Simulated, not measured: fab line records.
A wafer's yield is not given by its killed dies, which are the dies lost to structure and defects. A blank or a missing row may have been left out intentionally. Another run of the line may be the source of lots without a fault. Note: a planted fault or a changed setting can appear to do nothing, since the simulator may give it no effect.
8D (eight disciplines) problem report, filled in by code || flow n5-finfet || the parts of the form that need people (team, actions taken, sign-off) are left out

1. THE PROBLEM
Mean of oes-product-au at N5_FIN_SAQP_ETCH_65: 1.356 a.u. across 3 wafers in 2 lots; on wafers with no fault it is 0.994 a.u. (standard deviation 0.018). That is +20 standard deviations from the usual mean.
The step: etches SiO2 in CF4, target depth 4 nm, time 4.4 s.
Seen first at day 5 06:02 on rie-si-02, wafer L732.3. The record holds 18 wafers of 6 lots with a number at this step. The rule behind "out" and "out of limits": a value lying over 4 standard deviations away from the usual mean. All remaining wafers that have a number are taken as sound.

2. WHAT IT IS, WHAT IT ISN'T
{"question": "which readings at this step", "is": "oes-product-au", "is not": "drypump-motor-current-A, throttle-valve-pct"}
{"question": "which lots", "is": "L732, L733", "is not": "L720, L727, L739, L743"}
{"question": "which wafers of those lots", "is": "L732.3, L733.3, L733.4", "is not": "L732.2, L732.6, L733.2"}
{"question": "read on which tools", "is": "rie-si-02", "is not": "rie-si-05, rie-si-06"}
{"question": "when", "is": "from day 5 06:02", "is not": "up to then (8 sound wafers); but 7 sound wafers of L733, L739, L743 came after"}

3. THE SUSPECTS, EACH WITH WHAT RULES IT OUT
Counting: if a tool at a process step up to the reading ran every lot that is out, it stays a suspect. Sound lots after the first of them don't rule it out here, since some wafers of a struck lot are sound.
- vapor-etch-01 at N5_FIN_SAQP_RECESS_75 (chemistry HF/NH3, target SiO2, target depth 14.4 nm, afs cycles 3, sublimation time 60 s): kept. Ran every lot that is out, first one L732 (day 5 02:36); last sound lot up to then L720 (day 1 23:30).
- rie-si-02 at N5_FIN_SAQP_ETCH_65 (etches SiO2 in CF4, target depth 4 nm, time 4.4 s): kept. Ran every lot that is out, first one L732 (day 5 06:02); last sound lot up to then L727 (day 3 18:16). On those wafers its own readings are out: oes-product-au.
After counting, vapor-etch-01 at N5_FIN_SAQP_RECESS_75 and rie-si-02 at N5_FIN_SAQP_ETCH_65 remain.

4. THE CAUSE (what the simulator had put in)
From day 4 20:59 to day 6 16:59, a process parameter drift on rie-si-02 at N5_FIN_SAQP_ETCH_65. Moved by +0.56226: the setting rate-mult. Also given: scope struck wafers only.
Of the 2 suspects that counting leaves, this tool is one.

5. SEQUENCE OF EFFECTS, ordered by route
Each row: a reading where the mean over the struck wafers with a number is more than 3 standard deviations away from the usual. Only readings whose record carries a usual standard deviation are examined. hours: median over the lots of the time between each lot's start at the first step of this table that gives one and its start at this step. sigmas: the change, counted in usual standard deviations.
{"hours": 0, "step": "N5_FIN_SAQP_ETCH_65", "reading": "oes-product-au", "usual": "0.994 a.u.", "on struck wafers": 1.356, "change": "+0.362", "sigmas": "+20"}
Process steps it contains:
- N5_FIN_SAQP_ETCH_65: etches SiO2 in CF4, target depth 4 nm, time 4.4 s.
Later measuring or inspecting steps at which every struck wafer that the step has a row for has a number for every such reading, and none has moved that far: N5_BEOL_M4_RC_MEAS_101.

6. HOW IT WOULD HAVE BEEN CAUGHT EARLIER
In this record no reading fell out of limits until day 5 06:02, 9 hours after the fault had begun at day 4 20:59.
